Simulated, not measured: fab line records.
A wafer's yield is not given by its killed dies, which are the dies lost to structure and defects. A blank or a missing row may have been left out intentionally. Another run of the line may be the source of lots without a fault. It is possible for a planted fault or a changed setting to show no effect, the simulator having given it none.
Matching of chambers -- flow n5-finfet -- N5_DUMMY_GATE_ALD_02 on ald-sin-04 has 4 sister chambers
The step deposits SiO2, target thk 2 nm, pulse time 1 s. 4 wafers are shown with their chamber, then 12 later ones without.

## EACH WAFER AND ITS CHAMBER
wafer,chamber,heater-power-w (W)
L086.5,3,494
L088.1,2,562
L088.3,1,438
L088.6,0,418

## WAFERS WHOSE CHAMBER IS MISSING
wafer,heater-power-w (W)
L089.2,508
L089.3,420
L089.6,497
L090.3,501
L090.4,439
L090.5,429
L096.2,552
L096.4,539
L096.5,545
L097.2,557
L097.3,414
L097.6,426

## WHICH CHAMBER EACH ONE RAN IN
wafer,from the rows above,in truth
L089.2,3,3
L089.3,can't be placed: 0 or 1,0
L089.6,3,3
L090.3,3,3
L090.4,can't be placed: 1 or 0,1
L090.5,can't be placed: 1 or 0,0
L096.2,2,2
L096.4,2,2
L096.5,2,2
L097.2,2,2
L097.3,can't be placed: 0 or 1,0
L097.6,can't be placed: 0 or 1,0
Placed correctly: 7 of 12. Cannot be placed on the basis of these rows: 5; the candidates contain the true chamber in 5. Wrongly placed: 0.
How it was worked out, from the rows above alone: a wafer's distance from a chamber is the root of the sum, over the readings, of the square of ((its reading less the chamber's mean) divided by the reading's scatter). The wafer belongs to the nearest chamber; if the next one is less than 2 further off, it can't be placed. For every chamber, the mean is computed from those of its wafers that are shown. The scatter (one wafer shown for each chamber): square how far every hidden wafer sits from the nearest shown wafer, average those squares and take the square root.
